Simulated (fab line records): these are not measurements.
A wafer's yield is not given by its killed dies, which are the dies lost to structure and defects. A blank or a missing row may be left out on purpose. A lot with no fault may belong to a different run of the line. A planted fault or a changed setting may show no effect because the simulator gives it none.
fab line records | flow nand_harc
record lots=7 | wafers=19 | last_day=24
route steps=1159 shown A_STAIRCASE@572 END@1159
lots untouched by any fault: they come from a run of this same line in which no faults occurred
start_h: start of the lot's first displayed wafer, in hours after the record's first day | wait_h: how many hours have passed since the lot's step before this one | " the same as in the row above | L1.1+2: several wafers, shown together as one row | - either no value or no given start | * or withheld: withheld | < > ~ a bound
route shown NAME@n: names a module that has steps shown in the file, with the first one's number in the route | usual: mean and standard deviation over wafers with no fault | same: alike in all rows | chamber/n: place in a boat | sites: readings site by site | _std_site: their standard deviation | _edge_site: mean of outer sites minus mean of inner sites | radius_mm: how far each site lies from the wafer's centre | mask NAME#n: copy n | behind: the most recent tool/chamber to have shaped the wafer | hold: why the lot went on hold/how many hours it stayed there/how the hold came to an end | device: transistor that didn't switch, given as n, p or np | end of line: the tests these same wafers got at the end of their route | a step with no rows: only its recipe | killed: dies lost to structure and defects at the first sort, not the wafer's yield | map: per-die view of a wafer (x killed, . not killed, _ where there is no die)
set.NAME: the setting that was run; set.NAME@STEP: the one run at that earlier step | model.NAME: the simulator's own value behind a step, which no gauge read
lots at selected steps of the route; one table per step, one row per wafer
services: a tool's chamber out of use, with start hour (start_h, from the record's first day; less than 0 if before it), hours out, and reason
## steps
# step NHARC_A_STAIRCASE_COAT_178
# recipe spin_rpm=1200
# step NHARC_A_STAIRCASE_SOFTBAKE_179
# recipe temp_c=135 | time_s=170
# step NHARC_A_STAIRCASE_EBR_180
# step NHARC_A_STAIRCASE_EXPOSE_181
# recipe na=0.5 | dose_mj=27.87 | mask_id=STAIR_2
# step NHARC_A_STAIRCASE_PEB_182
# recipe peb_temp_c=115 | peb_time_s=130
# step NHARC_A_STAIRCASE_DEVELOP_183
# recipe time_s=140
# step NHARC_A_STAIRCASE_HARDBAKE_185
# recipe temp_c=120 | time_s=140
# step NHARC_A_STAIRCASE_DESCUM_186
# recipe time_s=3 | o2_flow_sccm=200 | ar_flow_sccm=0 | bias_power_w=0 | chemistry=O2
# usual chamber_pressure_mTorr=60.01/0.055 | drypump_motor_current_A=5.8/0.36 | oes_product_au=1.004/0.0072 | rf_vpp_V=57.8/0.86 | showerhead_plenum_p_Torr=1.91/0.059 | throttle_valve_pct=11.311/0.0091
lot.wafer | tool        | chamber | start_h | wait_h | chamber_pressure_mTorr | drypump_motor_current_A | oes_product_au | rf_hours_counter_h | rf_vpp_V | showerhead_plenum_p_Torr | throttle_valve_pct
L457.2    | rie_diel-04 | 0       | 288.16  | -      | 59.99                  | 6.0                     | 1.006          | 66                 | 59.4     | 1.96                     | 11.298
L457.3    | "           | 3       | "       | "      | 59.94                  | 6.2                     | 1.002          | -                  | 57.9     | 1.93                     | 11.319
L457.6    | "           | 0       | "       | "      | 60.11                  | 6.0                     | 1.014          | -                  | 58.5     | 1.96                     | 11.308
L458.3    | rie_diel-05 | 3       | 306.73  | -      | 59.97                  | 5.9                     | 0.997          | 50                 | 58.1     | 1.81                     | 11.317
L458.1    | "           | 0       | "       | "      | 60.10                  | 6.1                     | 1.011          | 51                 | 58.5     | 1.92                     | 11.308
L458.6    | "           | 3       | "       | "      | 60.02                  | 5.9                     | 1.010          | -                  | 56.9     | 1.81                     | 11.299
L461.6    | rie_diel-05 | 2       | 327.19  | -      | 59.98                  | 5.4                     | 1.005          | -                  | 56.8     | 1.88                     | 11.314
L461.5    | "           | 3       | "       | "      | 60.06                  | 6.0                     | 0.994          | -                  | 56.3     | 1.80                     | 11.302
L461.4    | "           | 0       | "       | "      | 59.98                  | 6.1                     | 1.020          | -                  | 58.4     | 1.92                     | 11.311
L463.3    | rie_diel-04 | 3       | 328.27  | -      | 60.08                  | 6.2                     | 1.005          | 9                  | 57.8     | 1.93                     | 11.299
L463.2    | "           | 0       | "       | "      | 60.02                  | 6.0                     | 1.011          | 9                  | 58.3     | 1.96                     | 11.330
L463.1    | "           | 2       | "       | "      | 60.01                  | 5.6                     | 0.997          | 9                  | 57.6     | 1.86                     | 11.313
L462.2    | rie_diel-05 | 3       | 331.29  | -      | 59.95                  | 6.0                     | 1.004          | 59                 | 57.3     | 1.80                     | 11.307
L462.3    | "           | 0       | "       | "      | 59.95                  | 6.1                     | 1.015          | 59                 | 57.7     | 1.92                     | 11.326
L464.4    | rie_diel-05 | 2       | 336.39  | -      | 60.01                  | 5.4                     | 0.997          | -                  | 58.2     | 1.88                     | 11.298
L464.5    | "           | 3       | "       | "      | 60.04                  | 6.0                     | 1.006          | -                  | 57.0     | 1.80                     | 11.320
L467.4    | rie_diel-11 | 0       | 345.79  | -      | 59.92                  | 5.3                     | 1.013          | 49                 | 57.7     | 1.90                     | 11.310
L467.1    | "           | 2       | "       | "      | 60.06                  | 6.0                     | 1.006          | 53                 | 59.8     | 2.04                     | 11.305
L467.5    | "           | 1       | "       | "      | 60.02                  | 5.5                     | 0.994          | -                  | 57.8     | 1.95                     | 11.306
# step NHARC_A_STAIRCASE_TRIM_187
# recipe time_s=211.2 | o2_flow_sccm=500 | ar_flow_sccm=0 | bias_w=0 | chemistry=O2
# usual chamber_pressure_mTorr=60.01/0.059 | drypump_motor_current_A=5.8/0.36 | oes_product_au=1.004/0.0077 | rf_vpp_V=57.7/0.86 | showerhead_plenum_p_Torr=3.53/0.1 | throttle_valve_pct=17.036/0.0087
lot.wafer | tool        | chamber | start_h | wait_h | chamber_pressure_mTorr | drypump_motor_current_A | oes_product_au | rf_hours_counter_h | rf_vpp_V | showerhead_plenum_p_Torr | throttle_valve_pct
L457.2    | rie_diel-04 | 3       | 288.31  | 0.1    | 60.03                  | 6.2                     | 1.008          | 66                 | 58.4     | 3.56                     | 17.049
L457.3    | "           | 3       | "       | "      | 60.06                  | 6.2                     | 1.002          | -                  | 57.3     | 3.56                     | 17.044
L457.6    | "           | 0       | "       | "      | 59.98                  | 6.0                     | 1.016          | -                  | 57.5     | 3.61                     | 17.035
L458.1    | rie_diel-05 | 0       | 306.84  | 0.1    | 60.02                  | 6.1                     | 1.009          | 51                 | 58.9     | 3.54                     | 17.039
L458.3    | "           | 1       | "       | "      | 59.95                  | 6.0                     | 0.996          | 54                 | 57.8     | 3.65                     | 17.041
L458.6    | "           | 1       | "       | "      | 60.08                  | 6.0                     | 1.005          | -                  | 57.9     | 3.65                     | 17.039
L461.6    | rie_diel-05 | 0       | 327.40  | 0.2    | 59.94                  | 6.1                     | 1.019          | -                  | 57.6     | 3.54                     | 17.033
L461.5    | "           | 2       | "       | "      | 60.06                  | 5.5                     | 1.003          | -                  | 58.0     | 3.48                     | 17.030
L461.4    | "           | 3       | "       | "      | 60.06                  | 6.0                     | 1.005          | -                  | 58.7     | 3.34                     | 17.033
L463.2    | rie_diel-04 | 0       | 328.36  | 0.1    | 59.94                  | 5.9                     | 1.005          | 9                  | 57.2     | 3.60                     | 17.020
L463.3    | "           | 2       | "       | "      | 60.05                  | 5.6                     | 0.999          | 9                  | 56.9     | 3.44                     | 17.038
L463.1    | "           | 3       | "       | "      | 60.09                  | 6.2                     | 1.004          | 9                  | 55.9     | 3.55                     | 17.029
L462.2    | rie_diel-05 | 3       | 331.41  | 0.1    | 60.12                  | 6.0                     | 0.996          | 59                 | 57.8     | 3.34                     | 17.045
L462.3    | "           | 0       | "       | "      | 60.08                  | 6.1                     | 1.013          | 59                 | 58.8     | 3.54                     | 17.034
L464.4    | rie_diel-05 | 2       | 336.50  | 0.1    | 59.97                  | 5.5                     | 1.001          | -                  | 56.5     | 3.48                     | 17.042
L464.5    | "           | 3       | "       | "      | 59.98                  | 5.9                     | 1.001          | -                  | 56.8     | 3.34                     | 17.037
L467.4    | rie_diel-11 | 2       | 346.36  | 0.6    | 59.89                  | 6.1                     | 0.999          | 53                 | 59.4     | 3.75                     | 17.039
L467.1    | "           | 0       | "       | "      | 59.98                  | 5.3                     | 1.011          | 49                 | 56.6     | 3.51                     | 17.031
L467.5    | "           | 3       | "       | "      | 60.07                  | 5.9                     | 1.004          | -                  | 57.3     | 3.60                     | 17.040
# step NHARC_A_STAIRCASE_ETCH_188
# recipe target_depth_a=1000 | time_s=40.5 | ion_energy_ev=400 | c4f8_flow_sccm=20 | o2_flow_sccm=10 | ar_flow_sccm=withheld | rf_w=600 | bias_w=1000 | chemistry=C4F8/O2
# usual chamber_pressure_mTorr=25.000/0.023 | oes_product_au=0.940/0.013 | rf_vpp_V=896/3.8 | run_length_s=61.7/0.39
lot.wafer | tool        | chamber | start_h | wait_h | chamber_pressure_mTorr | oes_product_au | rf_hours_counter_h | rf_vpp_V | run_length_s
L457.2    | rie_diel-04 | 3       | -       | -      | 24.959                 | 0.929          | 67                 | 898      | 61.7
L457.3    | "           | 3       | "       | "      | 25.036                 | 0.920          | -                  | 896      | 61.7
L457.6    | "           | 3       | "       | "      | 24.960                 | 0.921          | -                  | 897      | 61.7
L458.1    | rie_diel-05 | 3       | -       | -      | 25.027                 | 0.930          | 50                 | 887      | 61.7
L458.3    | "           | 0       | "       | "      | 24.981                 | 0.933          | 51                 | 896      | 62.2
L458.6    | "           | 3       | "       | "      | 25.003                 | 0.930          | -                  | 889      | 62.2
L461.6    | rie_diel-05 | 0       | -       | -      | 25.007                 | 0.935          | -                  | 895      | 62.4
L461.5    | "           | 2       | "       | "      | 25.005                 | 0.933          | -                  | 895      | 61.4
L461.4    | "           | 3       | "       | "      | 25.000                 | 0.917          | -                  | 889      | 61.6
L463.2    | rie_diel-04 | 0       | -       | -      | 24.975                 | 0.956          | 9                  | 899      | 62.1
L463.3    | "           | 1       | "       | "      | 25.002                 | 0.948          | 9                  | 893      | 61.0
L463.1    | "           | 3       | "       | "      | 25.029                 | 0.945          | 9                  | 897      | 61.8
L462.3    | rie_diel-05 | 2       | -       | -      | 25.002                 | 0.954          | 58                 | 894      | 61.3
L462.2    | "           | 3       | "       | "      | 24.970                 | 0.943          | 59                 | 890      | 61.6
L464.5    | rie_diel-05 | 2       | -       | -      | 24.936                 | 0.941          | -                  | 895      | 61.2
L464.4    | "           | 3       | "       | "      | 25.004                 | 0.953          | -                  | 889      | 61.6
L467.4    | rie_diel-11 | 2       | -       | -      | 24.989                 | 0.925          | 53                 | 906      | 62.3
L467.1    | "           | 0       | "       | "      | 24.983                 | 0.931          | 49                 | 896      | 61.4
L467.5    | "           | 2       | "       | "      | 25.015                 | 0.933          | -                  | 903      | 62.1
# step NHARC_A_STAIRCASE_TRIM_189
# recipe time_s=211.2 | o2_flow_sccm=500 | ar_flow_sccm=0 | bias_w=0 | chemistry=O2
# usual chamber_pressure_mTorr=60.00/0.05 | drypump_motor_current_A=5.8/0.36 | oes_product_au=1.002/0.0084 | rf_vpp_V=57.7/0.78 | showerhead_plenum_p_Torr=3.53/0.099 | throttle_valve_pct=17.037/0.01
lot.wafer | tool        | chamber | start_h | wait_h | chamber_pressure_mTorr | drypump_motor_current_A | oes_product_au | rf_hours_counter_h | rf_vpp_V | showerhead_plenum_p_Torr | throttle_valve_pct
L457.2    | rie_diel-04 | 3       | -       | -      | 59.98                  | 6.2                     | 1.008          | 67                 | 58.3     | 3.56                     | 17.034
L457.3    | "           | 3       | "       | "      | 60.03                  | 6.2                     | 1.007          | -                  | 58.3     | 3.56                     | 17.044
L457.6    | "           | 3       | "       | "      | 59.99                  | 6.2                     | 1.006          | -                  | 58.0     | 3.56                     | 17.036
L458.1    | rie_diel-05 | 3       | -       | -      | 60.00                  | 6.0                     | 1.005          | 50                 | 56.5     | 3.34                     | 17.029
L458.3    | "           | 1       | "       | "      | 60.04                  | 6.0                     | 1.010          | 54                 | 57.4     | 3.65                     | 17.029
L458.6    | "           | 0       | "       | "      | 59.98                  | 6.1                     | 1.027          | -                  | 58.2     | 3.54                     | 17.034
L461.4    | rie_diel-05 | 3       | -       | -      | 60.07                  | 5.9                     | 1.002          | -                  | 56.5     | 3.34                     | 17.038
L461.5    | "           | 0       | "       | "      | 60.08                  | 6.1                     | 1.007          | -                  | 59.9     | 3.54                     | 17.028
L461.6    | "           | 2       | "       | "      | 60.02                  | 5.5                     | 1.006          | -                  | 58.4     | 3.48                     | 17.047
L463.1    | rie_diel-04 | 0       | -       | -      | 60.12                  | 6.0                     | 1.015          | 9                  | 57.5     | 3.60                     | 17.023
L463.3    | "           | 1       | "       | "      | 60.01                  | 5.0                     | 0.986          | 9                  | 58.3     | 3.48                     | 17.021
L463.2    | "           | 2       | "       | "      | 60.01                  | 5.7                     | 1.009          | 9                  | 58.0     | 3.44                     | 17.046
L462.2    | rie_diel-05 | 3       | -       | -      | 59.90                  | 5.9                     | 1.002          | 60                 | 57.6     | 3.34                     | 17.024
L462.3    | "           | 2       | "       | "      | 60.01                  | 5.4                     | 0.994          | 58                 | 57.7     | 3.48                     | 17.038
L464.5    | rie_diel-05 | 3       | -       | -      | 60.03                  | 6.0                     | 0.988          | -                  | 57.1     | 3.34                     | 17.034
L464.4    | "           | 0       | "       | "      | 60.05                  | 6.2                     | 0.998          | -                  | 57.3     | 3.54                     | 17.046
L467.1    | rie_diel-11 | 2       | -       | -      | 60.02                  | 6.1                     | 0.997          | 53                 | 59.6     | 3.75                     | 17.047
L467.4    | "           | 3       | "       | "      | 60.02                  | 5.9                     | 1.002          | 51                 | 58.1     | 3.60                     | 17.013
L467.5    | "           | 2       | "       | "      | 60.03                  | 6.1                     | 1.011          | -                  | 59.2     | 3.75                     | 17.044
# step NHARC_A_STAIRCASE_ETCH_190
# recipe target_depth_a=1000 | time_s=40.5 | ion_energy_ev=400 | c4f8_flow_sccm=20 | o2_flow_sccm=10 | ar_flow_sccm=withheld | rf_w=600 | bias_w=1000 | chemistry=C4F8/O2
# usual chamber_pressure_mTorr=24.997/0.022 | oes_product_au=0.945/0.0097 | rf_vpp_V=896/3.7 | run_length_s=61.7/0.34
lot.wafer | tool        | chamber | start_h | wait_h | chamber_pressure_mTorr | oes_product_au | rf_hours_counter_h | rf_vpp_V | run_length_s
L457.2    | rie_diel-04 | 1       | 288.86  | -      | 25.002                 | 0.918          | 57                 | 893      | 61.4
L457.3    | "           | 3       | "       | "      | 24.958                 | 0.939          | 67                 | 896      | 61.9
L457.6    | "           | 1       | "       | "      | 25.022                 | 0.930          | -                  | 896      | 61.2
L458.1    | rie_diel-05 | 1       | 307.29  | -      | 24.974                 | 0.940          | 54                 | 901      | 61.3
L458.3    | "           | 3       | "       | "      | 24.981                 | 0.937          | 50                 | 890      | 62.0
L458.6    | "           | 3       | "       | "      | 24.964                 | 0.934          | -                  | 889      | 61.8
L461.5    | rie_diel-05 | 0       | 327.87  | -      | 24.995                 | 0.953          | -                  | 897      | 61.8
L461.4    | "           | 2       | "       | "      | 24.949                 | 0.935          | -                  | 896      | 70.7
L461.6    | "           | 3       | "       | "      | 25.014                 | 0.942          | -                  | 887      | 61.7
L463.2    | rie_diel-04 | 2       | 328.85  | -      | 25.024                 | 0.950          | 9                  | 892      | 61.4
L463.1    | "           | 3       | "       | "      | 24.983                 | 0.946          | 9                  | 898      | 62.2
L463.3    | "           | 1       | "       | "      | 25.017                 | 0.947          | 9                  | 895      | 61.4
L462.3    | rie_diel-05 | 0       | 331.84  | -      | 25.023                 | 0.958          | 60                 | 895      | 71.8
L462.2    | "           | 2       | "       | "      | 24.975                 | 0.945          | 58                 | 894      | 61.6
L464.5    | rie_diel-05 | 0       | 336.92  | -      | 25.034                 | 0.957          | -                  | 898      | 62.1
L464.4    | "           | 2       | "       | "      | 25.000                 | 0.945          | -                  | 896      | 70.5
L467.1    | rie_diel-11 | 0       | 347.35  | -      | 25.003                 | 0.951          | 50                 | 896      | 61.3
L467.4    | "           | 1       | "       | "      | 24.980                 | 0.938          | 51                 | 897      | 62.2
L467.5    | "           | 0       | "       | "      | 24.986                 | 0.956          | -                  | 896      | 61.3
# step NHARC_A_STAIRCASE_TRIM_191
# recipe time_s=211.2 | o2_flow_sccm=500 | ar_flow_sccm=0 | bias_w=0 | chemistry=O2
# usual chamber_pressure_mTorr=59.99/0.055 | drypump_motor_current_A=5.7/0.37 | oes_product_au=1.004/0.0076 | rf_vpp_V=57.7/0.88 | showerhead_plenum_p_Torr=3.52/0.099 | throttle_valve_pct=17.036/0.0095
lot.wafer | tool        | chamber | start_h | wait_h | chamber_pressure_mTorr | drypump_motor_current_A | oes_product_au | rf_hours_counter_h | rf_vpp_V | showerhead_plenum_p_Torr | throttle_valve_pct
L457.2    | rie_diel-04 | 3       | -       | -      | 59.99                  | 6.2                     | 1.000          | 67                 | 56.4     | 3.56                     | 17.013
L457.3    | "           | 1       | "       | "      | 60.05                  | 5.0                     | 0.995          | 57                 | 58.0     | 3.49                     | 17.042
L457.6    | "           | 0       | "       | "      | 59.89                  | 6.0                     | 0.994          | -                  | 57.5     | 3.61                     | 17.029
L458.3    | rie_diel-05 | 3       | -       | -      | 60.06                  | 6.0                     | 1.007          | 50                 | 56.9     | 3.34                     | 17.040
L458.1    | "           | 1       | "       | "      | 60.07                  | 6.0                     | 1.005          | 54                 | 58.3     | 3.65                     | 17.045
L458.6    | "           | 1       | "       | "      | 59.96                  | 6.0                     | 1.007          | -                  | 56.5     | 3.65                     | 17.029
L461.6    | rie_diel-05 | 0       | -       | -      | 60.02                  | 6.1                     | 1.018          | -                  | 56.2     | 3.54                     | 17.058
L461.5    | "           | 2       | "       | "      | 59.96                  | 5.4                     | 1.009          | -                  | 56.8     | 3.48                     | 17.037
L461.4    | "           | 3       | "       | "      | 59.98                  | 6.0                     | 1.005          | -                  | 57.2     | 3.34                     | 17.047
L463.2    | rie_diel-04 | 2       | -       | -      | 59.93                  | 5.7                     | 0.995          | 9                  | 58.0     | 3.44                     | 17.048
L463.3    | "           | 3       | "       | "      | 60.03                  | 6.2                     | 1.015          | 9                  | 58.1     | 3.55                     | 17.045
L463.1    | "           | 0       | "       | "      | 59.98                  | 6.0                     | 1.024          | 10                 | 59.7     | 3.60                     | 17.058
L462.2    | rie_diel-05 | 2       | -       | -      | 60.09                  | 5.4                     | 1.003          | 58                 | 57.8     | 3.48                     | 17.035
L462.3    | "           | 0       | "       | "      | 59.95                  | 6.1                     | 1.017          | 60                 | 57.0     | 3.54                     | 17.028
L464.5    | rie_diel-05 | 3       | -       | -      | 59.90                  | 5.9                     | 1.011          | -                  | 56.7     | 3.33                     | 17.039
L464.4    | "           | 2       | "       | "      | 59.98                  | 5.4                     | 1.002          | -                  | 57.0     | 3.48                     | 17.036
L467.1    | rie_diel-11 | 3       | -       | -      | 59.94                  | 5.9                     | 1.006          | 51                 | 58.6     | 3.60                     | 17.038
L467.4    | "           | 0       | "       | "      | 60.00                  | 5.3                     | 1.004          | 50                 | 58.6     | 3.51                     | 17.023
L467.5    | "           | 1       | "       | "      | 59.91                  | 5.5                     | 0.986          | -                  | 58.4     | 3.59                     | 17.036
# step NHARC_END_SORT_01
# recipe temp_c=25
# usual killed_at_array=25/9.8 | killed_at_other=0.8/1.1 | killed_at_periphery=3.3/2.1 | killed_dies=29/10 | killed_open=3.3/1.8 | killed_short=1.9/1.4
# same gross_dies=677
lot.wafer | tool      | chamber | start_h | wait_h | killed_at_array | killed_at_other | killed_at_periphery | killed_dies | killed_open | killed_short
L457.3    | prober-01 | 0       | 503.70  | 3.1    | 22              | 0               | 7                   | 29          | 1           | 2
L463.1    | prober-01 | 0       | 531.43  | 2.5    | 29              | 2               | 4                   | 35          | 3           | 3
L463.2    | prober-01 | 0       | 532.23  | 2.8    | 35              | 1               | 2                   | 38          | 7           | 3
L463.3    | prober-01 | 0       | 533.03  | 3.1    | 35              | 2               | 3                   | 40          | 4           | 3
L462.3    | prober-02 | 0       | 542.03  | 3.1    | 331             | 0               | 1                   | 332         | 2           | 3
L461.4    | prober-01 | 0       | 550.60  | 3.4    | 211             | 0               | 2                   | 213         | 0           | 3
L461.5    | prober-01 | 0       | 551.40  | 3.7    | 12              | 0               | 7                   | 19          | 3           | 4
L461.6    | prober-01 | 0       | 552.19  | 4.0    | 14              | 0               | 3                   | 17          | 4           | 1
# killed by level:class
L457.3 A_CONTACT:chamber_film_flake=9 P_CONTACT:chamber_film_flake=6 A_CHANNEL_HOLE_D1:chamber_film_flake=4 A_STAIRCASE:chamber_film_flake=3 A_CHANNEL_FILL_D1:chamber_film_flake=2 A_CHANNEL_FILL_D1:geometric_particle:short=1 A_CONTACT:geometric_particle:short=1 A_BLC:geometric_particle:open=1
L463.1 A_CHANNEL_HOLE_D1:chamber_film_flake=12 A_WL_FILL:chamber_film_flake=4 A_CONTACT:chamber_film_flake=4 P_STI:chamber_film_flake=3 A_STAIRCASE:chamber_film_flake=3 A_M1:geometric_particle:open=2 THIN_TSV:chamber_film_flake=2 A_ONON_D1:geometric_particle:short=1
L463.2 A_CHANNEL_HOLE_D1:chamber_film_flake=15 A_STAIRCASE:chamber_film_flake=6 A_CONTACT:chamber_film_flake=3 A_SGD_CUT:geometric_particle:short=2 A_CONTACT:geometric_particle:open=2 A_WL_FILL:chamber_film_flake=2 P_GATE:geometric_particle:open=1 P_CONTACT:geometric_particle:open=1
L463.3 A_CHANNEL_HOLE_D1:chamber_film_flake=15 A_CONTACT:chamber_film_flake=10 A_ONON_D1:geometric_particle:short=3 A_STAIRCASE:chamber_film_flake=3 THIN_TSV:chamber_film_flake=2 P_M0:geometric_particle:open=1 A_SLIT:geometric_particle:open=1 A_WL_FILL:geometric_particle:open=1
L462.3 A_STAIRCASE:area_etch=287 A_SLIT:chamber_film_flake=12 A_STAIRCASE:chamber_film_flake=11 A_CHANNEL_HOLE_D1:chamber_film_flake=8 A_CONTACT:chamber_film_flake=7 A_WL_FILL:geometric_particle:short=2 P_GATE:geometric_particle:open=1 A_CONTACT:geometric_particle:open=1
L461.4 A_STAIRCASE:area_etch=196 A_CHANNEL_HOLE_D1:chamber_film_flake=4 A_CONTACT:chamber_film_flake=3 A_ZERO_WELL:chamber_film_flake=2 A_STAIRCASE:chamber_film_flake=2 A_CHANNEL_FILL_D1:geometric_particle:short=1 A_CONTACT:geometric_particle:short=1 A_M0:geometric_particle:short=1
L461.5 A_CHANNEL_HOLE_D1:chamber_film_flake=8 P_CONTACT:geometric_particle:short=3 P_CONTACT:geometric_particle:open=2 P_STI:chamber_film_flake=2 A_CONTACT:geometric_particle:short=1 A_CONTACT:geometric_particle:open=1 A_ZERO_WELL:chamber_film_flake=1 A_STAIRCASE:chamber_film_flake=1
L461.6 A_STAIRCASE:chamber_film_flake=3 A_M0:geometric_particle:open=2 A_CHANNEL_HOLE_D1:chamber_film_flake=2 A_CONTACT:chamber_film_flake=2 A_CHANNEL_FILL_D1:geometric_particle:open=1 A_CONTACT:geometric_particle:open=1 A_CONTACT:geometric_particle:short=1 P_STI:chamber_film_flake=1
# map L461.4 (x killed, . not)
____________.____________
_________......._________
_______......x...._______
______x............______
_____......x.x......_____
____..........x....x.____
____.....x.x.x.x.x.xx____
___......x...x.....x..___
___........x..xxx..x..___
__....x....xxx..xx.xx..__
__...x...x...xxxxx....x__
_...xxx.xxxxxx..x.x....._
_....x.xxxx.xxxx...x.x.._
_...x..x.xxxxxxxxx....x._
_...x..xxxx.xx.xx.x.x..._
_...xx...xxxxxxxxxxxx..._
......xxx..xxxxxxxxx.x...
...x.xxx.x.xxxx.xxxxx....
....x......x.xxxx.x......
...x...x..x.xxxxxx.......
...xx..xx.x.xxxxx....xx..
_.....x..x..xxxx.x.xx..._
_x...x.xx.xxxx.xxx...x.._
_xx....xx.xxxxxxxx......_
_..x..x...x.x.x.xx.x...._
_....x..xxx..x..x.....x._
__x.....x.x.x......x...__
__......x.x.x.x..x.....__
___..............x....___
___...................___
____....x............____
____.........x.......____
_____..............._____
______.............______
_______......x...._______
_________......._________
____________.____________
# map L462.3 (x killed, . not)
____________.____________
_________......._________
_______..........._______
______.............______
_____.....x........._____
____.......xx.x...x..____
____.......x.x....x..____
___......xx.xxx.xx....___
___xx..x.xxxx.xxxx.x..___
__......xxxxxxx.xx.....__
__......xxxxxxxxxx.xxx.__
_......xxxxxxxxxxxxxx..._
_.....xxxx.xxxxxxxxxx.x._
_....x.xxxxxxxxxxxxxx..._
_....xxxxxxxxxxxxxxxxx.._
_..x..xxxxxxxxxxxxx..x.x_
....x.xxxxxxxxxxxxxxx....
.....xxxxxxxxxxxxxxxxx...
....x.x.xxxxxxxxxxxxx....
....x.xxxxxxxxxxxxxxxx...
.x...x.xxxxxxxxxxxxxx.x..
_....xxxxxxxxxxxxxxx.x.._
_x.x...xxxxxxxxxxxx.x..x_
_xxx..xxxxxxxxxxxxx.x..x_
_.xx..xxxxxxxxxxxxx.x..._
_x.....xxxxxxxxxxxxx...._
__x..xx.xxxxxxx.xxx....__
__x......xxxxxxxxx.....__
___......xxxxx..xx....___
___.....xxxx..x.x.....___
____.x..x.xx.x.......____
____....xx.x.........____
_____..............._____
______.............______
_______..........._______
_________......._________
____________.____________
## services
tool        | chamber | start_h | hours | kind
rie_diel-04 | 0       | 268.37  | -     | clean
rie_diel-05 | 0       | 270.76  | -     | clean
rie_diel-05 | 1       | 270.76  | -     | clean
rie_diel-05 | 2       | 270.76  | -     | clean
rie_diel-05 | 3       | 270.76  | -     | clean
rie_diel-04 | 1       | 275.49  | 13.2  | repair
rie_diel-04 | 2       | 286.14  | 9.2   | repair
rie_diel-04 | -       | 289.06  | 9.0   | pm
rie_diel-05 | 0       | 295.28  | -     | clean
rie_diel-05 | 1       | 295.28  | -     | clean
rie_diel-05 | 2       | 295.28  | -     | clean
rie_diel-05 | 3       | 295.28  | -     | clean
rie_diel-11 | 1       | 304.97  | 3.8   | repair
rie_diel-05 | 2       | 305.93  | 9.1   | repair
rie_diel-11 | -       | 310.36  | 0.3   | repair
rie_diel-05 | 0       | 319.83  | -     | clean
rie_diel-05 | 1       | 319.83  | -     | clean
rie_diel-05 | 2       | 319.83  | -     | clean
rie_diel-05 | 3       | 319.83  | -     | clean
rie_diel-05 | 1       | 323.17  | 52.0  | repair
rie_diel-05 | -       | 341.01  | 9.0   | pm
rie_diel-05 | 0       | 341.01  | 9.0   | vent_cycle
rie_diel-05 | 2       | 341.01  | 9.0   | vent_cycle
rie_diel-05 | 3       | 341.01  | 9.0   | vent_cycle
## key
first_sign step=NHARC_A_STAIRCASE_ETCH_190 | reading=run_length_s | direction=up | sigmas=27 | usual=* | struck=*
effect step=NHARC_END_SORT_01 | reading=killed_at_array | direction=up | sigmas=25 | usual=25 | struck=271
more_kills_born_at NHARC_A_STAIRCASE_ETCH_190@rie_diel-05=483
met_at NHARC_A_STAIRCASE_ETCH_190
struck_wafers L461.4,L462.3,L464.4
sort_left_out L464.4
tester_left_out L461,L462,L464
onset_between 307.29 327.87
fault kind=process_parameter_drift | tool=rie_diel-05 | chamber=- | onset_h=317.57 | steps=NHARC_A_STAIRCASE_ETCH_190 | channel=time_s | offset=* | shape=step | end_h=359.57 | scope=struck_wafers_only | acts_in=* | stated=*
# tester_left_out: of these lots the tester's yield and bins aren't shown, on N5 and GAA mostly nor the transistor test; their killed dies are dies lost to structure and defects alone, not to doping, threshold or leakage, so they don't give the yield
# sort_left_out: the simulated sort isn't trusted on such a fault, so these wafers' sort isn't shown, and their yield isn't known
